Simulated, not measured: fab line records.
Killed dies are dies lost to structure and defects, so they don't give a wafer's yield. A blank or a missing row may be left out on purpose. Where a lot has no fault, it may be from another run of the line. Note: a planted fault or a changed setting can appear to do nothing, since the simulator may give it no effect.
fab line records + flow n5_finfet
record:
- lots: 5
- wafers: 13
- last_day: 21
route steps=1938 shown BEOL_M13@1704 BEOL_M14@1716 PASSIVATION@1936
lots untouched by any fault: they come from a run of this same line in which no faults occurred
start_h: start of the lot's first displayed wafer, in hours after the record's first day + wait_h: how many hours have passed since the lot's step before this one + " the same as in the row above + L1.1+2: several wafers, shown together as one row + - no value, or no start was given + * or withheld: withheld + < > ~ a bound
route shown NAME@n: NAME is a module with steps in the file, n the number in the route of the first one + usual: mean and standard deviation over wafers with no fault + same: alike in all rows + chamber/n: place in a boat + sites: per-site readings + _std_site: their standard deviation + _edge_site: outer sites' mean less inner sites' + radius_mm: how far each site lies from the wafer's centre + mask NAME#n: copy n + behind: the last tool/chamber to shape the wafer + hold: why the lot went on hold/how many hours it stayed there/how the hold came to an end + device: names the non-switching transistor (n, p or np) + end of line: the route-end tests of the same wafers + for a step that has no rows: nothing shown but its recipe + killed: count of dies lost to structure and defects at first sort (not the wafer's yield) + map: a wafer's dies, x killed, . not, _ none there
set.NAME: the setting as run; set.NAME@STEP: as run at that earlier step + model.NAME: the simulator's own value behind a step, which no gauge read
certain route steps with their lots: each step a table, each wafer a row
services: a tool's chamber out of use, with start hour (start_h, from the record's first day; less than 0 if before it), hours out, and reason
== steps ==
step: N5_BEOL_M13_PRE_CLEAN_42
recipe:
- gas: H2/He
- time_s: 30
- temp_c: 250
step: N5_BEOL_M13_SPUTTER_43
recipe:
- material: TaN
- target_thk_a: 150
- temp_c: 50
- bias_v: 168.6
- power_w: 15000
- chamber_pressure_pa: 0.12
- time_s: 24.19
step: N5_BEOL_M13_SPUTTER_44
recipe:
- material: Ta
- target_thk_a: 100
- temp_c: 50
- bias_v: 80
- power_w: 15000
- chamber_pressure_pa: 0.07
- time_s: 16.13
step: N5_BEOL_M13_SPUTTER_45
recipe:
- material: Cu
- target_thk_a: 800
- temp_c: -20
- bias_v: 60
- power_w: 26000
- chamber_pressure_pa: 0.13
- time_s: 13.33
step: N5_BEOL_M13_ECD_47
recipe:
- material: Cu
- target_thk_a: 9360
step: N5_BEOL_M13_ANNEAL_48
recipe:
- temp_c: 225
- time_s: 90
- ambient: N2
step: N5_BEOL_M13_CMP_49
recipe:
- stop_on: SiOC
- t_overpolish_s: 17.1
- down_force_psi: 1
- platen_rpm: 50
- clearing_platen_down_force_psi: 1.5
- clearing_platen_rpm: 50
- post_cmp_clean: cu_alkaline
- target_thk_nm: 420
- clearing_platen_pad_velocity_m_s: 0.99484
- pad_velocity_m_s: 0.99484
step: N5_BEOL_M13_PRE_CLEAN_52
recipe:
- gas: NH3
- time_s: 15
- temp_c: withheld
- rf_power_w: 300
step: N5_BEOL_M13_DEP_53
recipe:
- material: SiCN
- target_thk_a: 500
- temp_c: withheld
- precursor: 3MS/NH3
- pressure_torr: 3
- rf_w: 675
- time_s: 17.8
step: N5_BEOL_M14_ILD_DEP_00
recipe:
- material: SiO2
- target_thk_a: 11193
- temp_c: 400
- precursor: TEOS/O2
- pressure_torr: 6.5
- rf_w: 900
- teos_flow_sccm: 161.4
- gas: O2
- flow_sccm: 2650
- time_s: 237.4
usual:
- chamber_pressure_Torr: 6.499/0.014
- heater_power_w: 569/82
- run_length_s: 280.6/0.58
- showerhead_plenum_p_Torr: 8.341/0.03
- throttle_valve_pct: 19.0/1.5
| lot.wafer | tool     | chamber | start_h | wait_h | chamber_pressure_Torr | heater_power_w | run_length_s | showerhead_plenum_p_Torr | since_wet_clean_h | throttle_valve_pct | model.SiO2_of_BEOL_M14_ILD_DEP_00.thk_nm |
|-----------|----------|---------|---------|--------|-----------------------|----------------|--------------|--------------------------|-------------------|--------------------|------------------------------------------|
| L428.1    | pecvd-02 | 1       | 355.11  | 0.0    | 6.502                 | 625            | 280.7        | 8.359                    | 2147              | 19.3               | 1107                                     |
| L428.3    | "        | 2       | "       | "      | 6.496                 | 645            | 278.9        | 8.300                    | 668               | 17.7               | 1119                                     |
| L428.6    | "        | 0       | "       | "      | 6.492                 | 376            | 281.1        | 8.336                    | -                 | 17.9               | 1140                                     |
| L435.1    | pecvd-02 | 2       | 420.24  | 0.0    | 6.467                 | 589            | 279.4        | 8.307                    | 733               | 17.5               | 1124                                     |
| L435.5    | "        | 2       | "       | "      | 6.458                 | 663            | 266.8        | 8.313                    | -                 | 17.8               | 1087                                     |
| L435.6    | "        | 1       | "       | "      | 6.504                 | 674            | 280.6        | 8.360                    | -                 | 17.8               | 1142                                     |
| L439.3    | pecvd-02 | 1       | 436.47  | 0.0    | 6.505                 | 615            | 268.1        | 8.383                    | 24                | 17.6               | 1061                                     |
| L439.5    | "        | 0       | "       | "      | 6.523                 | 492            | 269.1        | 8.363                    | -                 | 17.9               | 1071                                     |
| L441.2    | pecvd-02 | 1       | 444.16  | 0.0    | 6.484                 | 607            | 280.6        | 8.360                    | 32                | 17.8               | 1134                                     |
| L441.3    | "        | 2       | "       | "      | 6.519                 | 718            | 266.7        | 8.329                    | 757               | 17.6               | 1070                                     |
| L445.3    | pecvd-04 | 2       | 464.90  | 0.0    | 6.472                 | 714            | 280.9        | 8.327                    | 234               | 17.8               | 1108                                     |
| L445.4    | "        | 0       | "       | "      | 6.521                 | 652            | 280.3        | 8.344                    | -                 | 20.9               | 1133                                     |
| L445.5    | "        | 1       | "       | "      | 6.485                 | 473            | 280.7        | 8.361                    | -                 | 21.2               | 1125                                     |
step: N5_BEOL_M14_THK_MEAS_01
recipe:
- reads: SiO2_of_BEOL_M14_ILD_DEP_00
usual:
- M14_ILD_THK: 1120/16
| lot.wafer | tool          | chamber | start_h | wait_h | M14_ILD_THK[nm] |
|-----------|---------------|---------|---------|--------|-----------------|
| L428.1    | film_metro-01 | -       | 355.30  | 0.1    | 1107            |
| L428.3    | "             | -       | "       | "      | 1119            |
| L428.6    | "             | -       | "       | "      | 1140            |
| L435.1    | film_metro-01 | -       | 420.43  | 0.1    | 1124            |
| L435.5    | "             | -       | "       | "      | 1087            |
| L435.6    | "             | -       | "       | "      | 1142            |
| L439.3    | film_metro-01 | -       | 436.67  | 0.1    | 1062            |
| L439.5    | "             | -       | "       | "      | 1072            |
| L441.2    | film_metro-02 | -       | 444.35  | 0.1    | 1134            |
| L441.3    | "             | -       | "       | "      | 1070            |
| L445.3    | film_metro-02 | -       | 465.11  | 0.1    | 1108            |
| L445.4    | "             | -       | "       | "      | 1134            |
| L445.5    | "             | -       | "       | "      | 1125            |
step: N5_BEOL_M14_COAT_58
recipe:
- resist: BARC
- temp_c: 205
- time_s: 60
- spin_rpm: 1500
- resist_thk_nm: 89
step: N5_BEOL_M14_COAT_04
recipe:
- spin_rpm: 1704
- resist_thk_nm: 800
step: N5_BEOL_M14_EBR_06
recipe:
- solvent: PGMEA
- ebr_width_mm: 1.5
step: N5_BEOL_M14_SOFTBAKE_05
recipe:
- temp_c: 130
- time_s: 60
step: N5_BEOL_M14_EXPOSE_07
recipe:
- mask_id: V13
- na: 0.8
- source_shape: annular
- sigma_inner: 0.5
- sigma_outer: 0.8
- polarization: unpolarized
- attpsm_phase_deg: 180
- dose_mj: 57
step: N5_BEOL_M14_PEB_08
recipe:
- peb_temp_c: 130
- peb_time_s: 90
step: N5_BEOL_M14_DEVELOP_09
recipe:
- develop_time_s: 45
- rinse_liquid: diw
- dry: air_spin
- dev_temp_c: 21
step: N5_BEOL_M14_HARDBAKE_14
recipe:
- temp_c: 130
- time_s: 120
step: N5_BEOL_M14_DESCUM_15
recipe:
- chemistry: O2
- time_s: 7.9
- source_power_w: 50
- bias_power_w: 20
- pressure_mtorr: 20
- rf_frequency_hz: 2.712e+07
- temp_c: 40
- o2_flow_sccm: 225
step: N5_BEOL_M14_ETCH_59
recipe:
- chemistry: N2/H2
- target: BARC
- target_depth_a: 890
- overetch_a: 267
- time_s: 67.9
- ion_energy_ev: 200
- pressure_mtorr: 30
- source_w: 840
- bias_w: 150
- n2_flow_sccm: 200
- h2_flow_sccm: 200
step: N5_BEOL_M14_VIA_ETCH_16
recipe:
- chemistry: C4F8/O2/Ar
- target: SiO2
- he_inner_torr: 15
- he_outer_torr: 30
- target_depth_a: 12313
- time_s: withheld
- ion_energy_ev: 800
- pressure_mtorr: 20
- source_w: 1905
- bias_w: 2040
- Ar_flow_sccm: 400
- C4F8_flow_sccm: 16
- O2_flow_sccm: 12
- ends: cleared
usual:
- drypump_motor_current_A: 5.69/0.19
- oes_f_703_au: 0.79/0.082
- oes_product_au: 0.72/0.069
- rf_vpp_V: 2224/77
- showerhead_plenum_p_Torr: 3.38/0.096
- throttle_valve_pct: 30.8/0.31
| lot.wafer | tool        | chamber | start_h | wait_h | drypump_motor_current_A | oes_f_703_au | oes_product_au | rf_vpp_V | showerhead_plenum_p_Torr | throttle_valve_pct | model.etch.depth_nm | model.coat_of_BEOL_M14_COAT_04.thk_nm |
|-----------|-------------|---------|---------|--------|-------------------------|--------------|----------------|----------|--------------------------|--------------------|---------------------|---------------------------------------|
| L428.1    | rie_diel-01 | 0       | 355.78  | 0.0    | 5.74                    | 0.77         | 0.69           | 2109     | 3.31                     | 30.9               | 1107                | 458.6                                 |
| L428.3    | "           | 2       | "       | "      | 5.63                    | 0.67         | 0.62           | 2295     | 3.40                     | 31.3               | 1119                | 460.2                                 |
| L428.6    | "           | 2       | "       | "      | 5.63                    | 0.66         | 0.62           | 2293     | 3.40                     | 31.3               | 1140                | 454.2                                 |
| L435.1    | rie_diel-01 | 1       | 420.91  | 0.0    | 5.58                    | 0.73         | 0.68           | 2356     | 3.57                     | 31.1               | 1124                | 459.8                                 |
| L435.5    | "           | 1       | "       | "      | 5.56                    | 0.74         | 0.69           | 2355     | 3.57                     | 31.1               | 1087                | 467.2                                 |
| L435.6    | "           | 0       | "       | "      | 5.74                    | 0.75         | 0.68           | 2110     | 3.30                     | 30.9               | 1142                | 447.2                                 |
| L439.3    | rie_diel-01 | 1       | 437.24  | 0.0    | 5.56                    | 0.73         | 0.68           | 2356     | 3.56                     | 31.1               | 1061                | 477.2                                 |
| L439.5    | "           | 3       | "       | "      | 5.85                    | 0.80         | 0.75           | 2286     | 3.33                     | 30.4               | 1071                | 471.2                                 |
| L441.2    | rie_diel-01 | 1       | 444.89  | 0.0    | 5.55                    | 0.73         | 0.68           | 2355     | 3.56                     | 31.1               | 1134                | 462                                   |
| L441.3    | "           | 0       | "       | "      | 5.74                    | 0.75         | 0.68           | 2107     | 3.30                     | 31.0               | 1070                | 467.4                                 |
| L445.3    | rie_diel-03 | 3       | 466.34  | 0.0    | 5.65                    | 0.71         | 0.63           | 2178     | 3.27                     | 30.9               | 1108                | 470.8                                 |
| L445.4    | "           | 2       | "       | "      | 6.00                    | 0.90         | 0.81           | 2219     | 3.50                     | 30.7               | 1133                | 450.2                                 |
| L445.5    | "           | 3       | "       | "      | 5.68                    | 0.71         | 0.63           | 2178     | 3.28                     | 30.9               | 1125                | 466.2                                 |
step: N5_BEOL_M14_STRIP_63
recipe:
- chemistry: O2
- power_w: 600
- temp_c: 60
- pressure_mtorr: 30
- rf_frequency_hz: 6e+07
- bias_power_w: 0
- overash_fraction: 0.3
- o2_flow_sccm: 225
step: N5_BEOL_M14_STRIP_64
recipe:
- chemistry: O2
- power_w: 600
- temp_c: 60
- pressure_mtorr: 30
- rf_frequency_hz: 6e+07
- bias_power_w: 0
- overash_fraction: 0.3
- o2_flow_sccm: 225
step: N5_BEOL_M14_STRIP_71
recipe:
- chemistry: post_etch_residue_remover
- time_s: 60
- temp_c: 25
- remover_ph: withheld
- remover_water_wt_pct: withheld
- remover_fluoride_wt_pct: withheld
step: N5_BEOL_M14_SRD_72
recipe:
- time_s: 30
- temp_c: 23
- rinse_liquid: diw
- dry: n2_spin
- spin_rpm: 1500
- dry_time_s: 30
step: N5_BEOL_M14_COAT_65
recipe:
- resist: SOC
- temp_c: 250
- time_s: 60
- spin_rpm: 1500
- resist_thk_nm: 450
step: N5_BEOL_M14_COAT_66
recipe:
- resist: SiARC
- temp_c: 220
- time_s: 60
- spin_rpm: 1500
- resist_thk_nm: 110
step: N5_BEOL_M14_COAT_22
recipe:
- spin_rpm: 2888
- resist_thk_nm: 300
step: N5_BEOL_M14_EBR_24
recipe:
- solvent: PGMEA
- ebr_width_mm: 1.5
step: N5_BEOL_M14_SOFTBAKE_23
recipe:
- temp_c: 130
- time_s: 60
step: N5_BEOL_M14_EXPOSE_25
recipe:
- mask_id: M14
- na: 0.8
- source_shape: annular
- sigma_inner: 0.5
- sigma_outer: 0.8
- polarization: unpolarized
- target_cd_nm: 280
- dose_mj: 26.6
step: N5_BEOL_M14_PEB_26
recipe:
- peb_temp_c: 130
- peb_time_s: 90
step: N5_BEOL_M14_DEVELOP_27
recipe:
- develop_time_s: 45
- rinse_liquid: diw
- dry: air_spin
- dev_temp_c: 21
step: N5_BEOL_M14_HARDBAKE_32
recipe:
- temp_c: 130
- time_s: 120
step: N5_BEOL_M14_CMP_49
recipe:
- stop_on: SiO2
- t_overpolish_s: 5.2
- down_force_psi: 2
- platen_rpm: 80
- clearing_platen_down_force_psi: 2
- clearing_platen_rpm: 80
- post_cmp_clean: cu_alkaline
- target_thk_nm: 560
- clearing_platen_pad_velocity_m_s: 1.5917
- pad_velocity_m_s: 1.5917
usual:
- motor_current_A: 8.3/0.6
- slurry_flow_ml_min: 150.0/0.44
| lot.wafer | tool   | chamber | start_h | wait_h | motor_current_A | slurry_flow_ml_min | model.SiO2_of_BEOL_M14_ILD_DEP_00.thk_nm |
|-----------|--------|---------|---------|--------|-----------------|--------------------|------------------------------------------|
| L428.3    | cmp-04 | 3       | 359.42  | 0.2    | 9.4             | 149.6              | 1040                                     |
| L428.1    | "      | 1       | "       | "      | 7.8             | 149.8              | 1025                                     |
| L428.6    | "      | 3       | "       | "      | 9.4             | 150.3              | 1060                                     |
| L435.1    | cmp-04 | 2       | 426.90  | 0.3    | 7.7             | 149.9              | 1045                                     |
| L435.5    | "      | 0       | "       | "      | 7.2             | 150.0              | 1007                                     |
| L435.6    | "      | 1       | "       | "      | 8.0             | 150.6              | 1063                                     |
| L439.3    | cmp-04 | 3       | 446.66  | 0.3    | 8.4             | 150.3              | 981.4                                    |
| L439.5    | "      | 1       | "       | "      | 7.7             | 148.9              | 991.6                                    |
| L441.3    | cmp-04 | 2       | 449.26  | 0.2    | 8.0             | 149.5              | 988.8                                    |
| L441.2    | "      | 3       | "       | "      | 9.3             | 149.8              | 1057                                     |
| L445.4    | cmp-04 | 2       | 470.47  | 0.1    | 7.7             | 149.3              | 1051                                     |
| L445.3    | "      | 0       | "       | "      | 7.9             | 149.7              | 1032                                     |
| L445.5    | "      | 2       | "       | "      | 8.5             | 149.8              | 1049                                     |
step: N5_PASSIVATION_PROBE_49
usual:
- defect_limited_yield: 90.9/1.6
- killed_at_M0_to_M3: 37/11
- killed_at_M4_up: 15/5.6
- killed_at_contacts: 13/6.4
- killed_at_front_end: 39/11
- killed_at_other: 4/3.1
- killed_dies: 107/19
- killed_open: 71/14
- killed_short: 34/7.8
- sort_bin_5_function: 5.3/1
- sort_bin_6_memory: 3.4/0.72
- sort_bin_8_speed: 0.0/0.42
- sort_n_pass: 1072/20
- sort_yield_pct: 90.9/1.7
same:
- gross_dies: 1180
- killed_at_back_side: 0
- sort_bin_4_leakage[%]: 0
| lot.wafer | tool      | chamber | start_h | wait_h | defect_limited_yield[%] | killed_at_M0_to_M3 | killed_at_M4_up | killed_at_contacts | killed_at_front_end | killed_at_other | killed_dies | killed_open | killed_short | sort_bin_5_function[%] | sort_bin_6_memory[%] | sort_bin_8_speed[%] | sort_n_pass | sort_yield_pct[%] |
|-----------|-----------|---------|---------|--------|-------------------------|--------------------|-----------------|--------------------|---------------------|-----------------|-------------|-------------|--------------|------------------------|----------------------|---------------------|-------------|-------------------|
| L435.1    | prober-01 | -       | 450.55  | 0.0    | 86.7                    | 56                 | 26              | 17                 | 57                  | 1               | 157         | 104         | 52           | 7.2                    | 5.6                  | 0.1                 | 1023        | 86.7              |
killed by level:class
L435.1 STI_FIN_REVEAL:geometric_particle:open=21 BEOL_M0_SAQP:geometric_particle:open=21 BEOL_M4:geometric_particle:open=16 BEOL_M0_SAQP:geometric_particle:short=15 MOL_CONTACT_COAG:geometric_particle:open=11 FIN_SAQP:geometric_particle:open=8 STI_FIN_REVEAL:geometric_particle:short=7 MOL_CONTACT_COAG:geometric_particle:short=6
== services ==
| tool        | chamber | start_h | hours | kind                           |
|-------------|---------|---------|-------|--------------------------------|
| pecvd-04    | 1       | 338.79  | 16.5  | scheduled_down                 |
| cmp-04      | -       | 381.92  | 4.0   | pm                             |
| pecvd-02    | 1       | 383.62  | -     | clean                          |
| pecvd-02    | 1       | 383.62  | -     | consumable_replace:showerhead  |
| pecvd-02    | 1       | 383.62  | 29.0  | scheduled_down                 |
| pecvd-02    | 1       | 383.62  | 29.0  | vent_cycle                     |
| cmp-04      | -       | 385.92  | -     | consumable_replace:conditioner |
| cmp-04      | -       | 385.92  | -     | consumable_replace:pad         |
| rie_diel-03 | 2       | 390.73  | -     | clean                          |
| rie_diel-03 | 2       | 390.73  | -     | consumable_replace:focus_ring  |
| rie_diel-03 | 2       | 390.73  | 25.9  | scheduled_down                 |
| rie_diel-03 | 2       | 390.73  | 25.9  | vent_cycle                     |
| pecvd-02    | 2       | 391.50  | 18.6  | repair                         |
| rie_diel-01 | 0       | 394.03  | 3.4   | repair                         |
| cmp-04      | -       | 396.87  | 3.4   | repair                         |
| rie_diel-01 | 1       | 409.37  | 8.5   | repair                         |
| rie_diel-03 | 1       | 417.77  | 8.0   | repair                         |
| rie_diel-01 | 2       | 426.22  | -     | clean                          |
| rie_diel-01 | 2       | 426.22  | -     | consumable_replace:focus_ring  |
| rie_diel-01 | 2       | 426.22  | 24.0  | scheduled_down                 |
| rie_diel-01 | 2       | 426.22  | 24.0  | vent_cycle                     |
| pecvd-02    | 1       | 429.91  | 5.5   | scheduled_down                 |
| rie_diel-03 | 2       | 439.39  | 1.4   | repair                         |
| cmp-04      | -       | 453.74  | 1.4   | repair                         |
== key ==
first_sign:
- step: N5_BEOL_M14_ILD_DEP_00
- reading: run_length_s
- direction: down
- sigmas: 22
- usual: *
- struck: *
effect:
- step: N5_BEOL_M14_THK_MEAS_01
- reading: M14_ILD_THK
- direction: down
- sigmas: 3
- usual: 1120
- struck: 1073
model_effect:
- step: N5_BEOL_M14_ILD_DEP_00
- value: SiO2_of_BEOL_M14_ILD_DEP_00.thk_nm
- without: 1130
- struck: 1072
model_effect:
- step: N5_BEOL_M14_VIA_ETCH_16
- value: etch.depth_nm
- without: 1130
- struck: 1072
model_effect:
- step: N5_BEOL_M14_CMP_49
- value: SiO2_of_BEOL_M14_ILD_DEP_00.thk_nm
- without: 1050
- struck: 992.1
met_at N5_BEOL_M14_ILD_DEP_00
struck_wafers L435.5,L439.3,L439.5,L441.3
onset_between 355.11 420.24
fault:
- kind: process_parameter_drift
- tool: pecvd-02
- chamber: -
- onset_h: 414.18
- steps: N5_BEOL_M14_ILD_DEP_00
- channel: time_s
- offset: *
- shape: step
- end_h: 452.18
- scope: struck_wafers_only
- acts_in: *
- stated: *
